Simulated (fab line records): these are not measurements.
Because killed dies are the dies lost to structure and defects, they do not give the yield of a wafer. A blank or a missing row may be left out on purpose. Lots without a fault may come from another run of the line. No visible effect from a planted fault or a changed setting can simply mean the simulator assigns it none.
Matching of chambers | flow n5_finfet | N5_PASSIVATION_STRIP_14 on rie_diel-06 has 4 sister chambers
The step strips in O2. 16 wafers are shown with their chamber, then 8 later ones without.

## WAFERS PAIRED WITH THEIR CHAMBERS
wafer  | chamber | throttle_valve_pct (%) | showerhead_plenum_p_Torr (Torr) | oes_product_au (a.u.)
L074.1 | 0       | 16.71                  | 2.18                            | 0.74
L074.3 | 3       | 16.60                  | 1.97                            | 0.67
L074.5 | 2       | 16.61                  | 2.11                            | 0.76
L076.4 | 3       | 16.17                  | 2.23                            | 0.96
L076.5 | 3       | 16.15                  | 2.23                            | 0.96
L076.6 | 0       | 16.71                  | 2.18                            | 0.72
L080.3 | 0       | 16.75                  | 2.18                            | 0.72
L080.4 | 2       | 16.65                  | 2.10                            | 0.77
L080.5 | 2       | 16.70                  | 2.10                            | 0.78
L083.2 | 2       | 16.68                  | 2.10                            | 0.74
L083.3 | 1       | 16.70                  | 2.04                            | 0.86
L083.4 | 3       | 16.21                  | 2.23                            | 0.91
L095.4 | 2       | 16.71                  | 2.09                            | 0.74
L095.5 | 1       | 16.74                  | 2.04                            | 0.85
L095.6 | 2       | 16.72                  | 2.09                            | 0.73
L092.1 | 3       | 16.20                  | 2.22                            | 0.86

SIGNATURES (averages over the wafers above)
reading                  | chamber 0 | chamber 1 | chamber 2 | chamber 3 | scatter within a chamber
throttle_valve_pct       | 16.7233   | 16.7200   | 16.6783   | 16.2660   | 0.113
showerhead_plenum_p_Torr | 2.1800    | 2.0400    | 2.0983    | 2.1760    | 0.0667
oes_product_au           | 0.7267    | 0.8550    | 0.7533    | 0.8720    | 0.0708
Rule: distance of a wafer from a chamber = root of the sum over the readings of ((wafer's reading minus chamber's mean) / reading's scatter) squared. The wafer belongs to the nearest chamber; if the next one is less than 2 further off, it can't be placed. The scatter is the square root of a quotient: the sum, over the shown wafers, of each reading's squared deviation from its chamber's mean, divided by wafers minus chambers.

## WAFERS WITHOUT THEIR CHAMBER
wafer  | throttle_valve_pct (%) | showerhead_plenum_p_Torr (Torr) | oes_product_au (a.u.)
L092.2 | 16.80                  | 2.16                            | 0.71
L092.5 | 16.71                  | 2.09                            | 0.72
L089.1 | 16.73                  | 2.09                            | 0.72
L089.2 | 16.78                  | 2.03                            | 0.83
L089.3 | 16.21                  | 2.22                            | 0.85
L082.1 | 16.82                  | 2.16                            | 0.69
L082.3 | 16.75                  | 2.03                            | 0.83
L082.6 | 16.74                  | 2.09                            | 0.73

## EACH ONE'S CHAMBER
wafer  | from the rows above          | in truth
L092.2 | can't be placed: 0 or 2      | 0
L092.5 | can't be placed: 2 or 0 or 1 | 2
L089.1 | can't be placed: 2 or 0 or 1 | 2
L089.2 | can't be placed: 1 or 2      | 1
L089.3 | 3                            | 3
L082.1 | can't be placed: 0 or 2      | 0
L082.3 | can't be placed: 1 or 2      | 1
L082.6 | can't be placed: 2 or 0 or 1 | 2
Correctly placed: 1 of 8. From these rows, 7 cannot be placed; in 7 the true chamber is one of the candidates. 0 placed wrongly.
